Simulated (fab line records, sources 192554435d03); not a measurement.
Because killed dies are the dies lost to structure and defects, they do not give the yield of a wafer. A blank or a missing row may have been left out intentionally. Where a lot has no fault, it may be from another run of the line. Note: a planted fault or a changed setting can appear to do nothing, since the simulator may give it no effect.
Matching of chambers / flow n5Finfet / rieDiel-01 running N5_ZERO_LAYER_ETCH_17: 4 sister chambers
The step etches SiO2 in CF4, target depth 12 nm, time 13.3 s. 8 wafers are shown with their chamber, then 12 later ones without.

== WAFERS, EACH WITH ITS CHAMBER ==
wafer=L079.2; chamber=3; throttleValvePct (%)=15.69; drypumpMotorCurrentA (A)=5.85
wafer=L082.1; chamber=3; throttleValvePct (%)=15.72; drypumpMotorCurrentA (A)=5.84
wafer=L083.5; chamber=0; throttleValvePct (%)=15.15; drypumpMotorCurrentA (A)=5.66
wafer=L088.2; chamber=0; throttleValvePct (%)=15.14; drypumpMotorCurrentA (A)=5.65
wafer=L088.4; chamber=2; throttleValvePct (%)=15.78; drypumpMotorCurrentA (A)=5.67
wafer=L089.1; chamber=1; throttleValvePct (%)=15.49; drypumpMotorCurrentA (A)=6.11
wafer=L089.3; chamber=2; throttleValvePct (%)=15.79; drypumpMotorCurrentA (A)=5.65
wafer=L089.5; chamber=1; throttleValvePct (%)=15.50; drypumpMotorCurrentA (A)=6.10

== WAFERS WHOSE CHAMBER IS MISSING ==
wafer=L091.1; throttleValvePct (%)=15.17; drypumpMotorCurrentA (A)=5.66
wafer=L091.3; throttleValvePct (%)=15.52; drypumpMotorCurrentA (A)=6.09
wafer=L091.6; throttleValvePct (%)=15.52; drypumpMotorCurrentA (A)=6.10
wafer=L093.1; throttleValvePct (%)=15.74; drypumpMotorCurrentA (A)=5.84
wafer=L093.3; throttleValvePct (%)=15.16; drypumpMotorCurrentA (A)=5.66
wafer=L093.5; throttleValvePct (%)=15.74; drypumpMotorCurrentA (A)=5.85
wafer=L094.1; throttleValvePct (%)=15.17; drypumpMotorCurrentA (A)=5.65
wafer=L094.2; throttleValvePct (%)=15.74; drypumpMotorCurrentA (A)=5.86
wafer=L094.5; throttleValvePct (%)=15.80; drypumpMotorCurrentA (A)=5.67
wafer=L095.1; throttleValvePct (%)=15.17; drypumpMotorCurrentA (A)=5.65
wafer=L095.5; throttleValvePct (%)=15.17; drypumpMotorCurrentA (A)=5.65
wafer=L095.6; throttleValvePct (%)=15.75; drypumpMotorCurrentA (A)=5.85

== WHICH CHAMBER EACH ONE RAN IN ==
wafer=L091.1; from the rows above=0; in truth=0
wafer=L091.3; from the rows above=1; in truth=1
wafer=L091.6; from the rows above=1; in truth=1
wafer=L093.1; from the rows above=3; in truth=3
wafer=L093.3; from the rows above=0; in truth=0
wafer=L093.5; from the rows above=3; in truth=3
wafer=L094.1; from the rows above=0; in truth=0
wafer=L094.2; from the rows above=3; in truth=3
wafer=L094.5; from the rows above=2; in truth=2
wafer=L095.1; from the rows above=0; in truth=0
wafer=L095.5; from the rows above=0; in truth=0
wafer=L095.6; from the rows above=3; in truth=3
Correct placement for 12 of the 12. Not placeable from these rows: 0. Placed wrongly: 0.
How it was worked out, from the rows above alone: a wafer's distance from a chamber is the root of the sum, over the readings, of the square of ((its reading less the chamber's mean) divided by the reading's scatter). If the next closest chamber is less than 2 further off than the closest, the wafer can't be placed; otherwise it belongs to the closest. A chamber's mean is the mean of its shown wafers. The scatter: take each reading less its chamber's mean, square it, sum over the shown wafers, divide by the number of wafers less the number of chambers, and take the root.
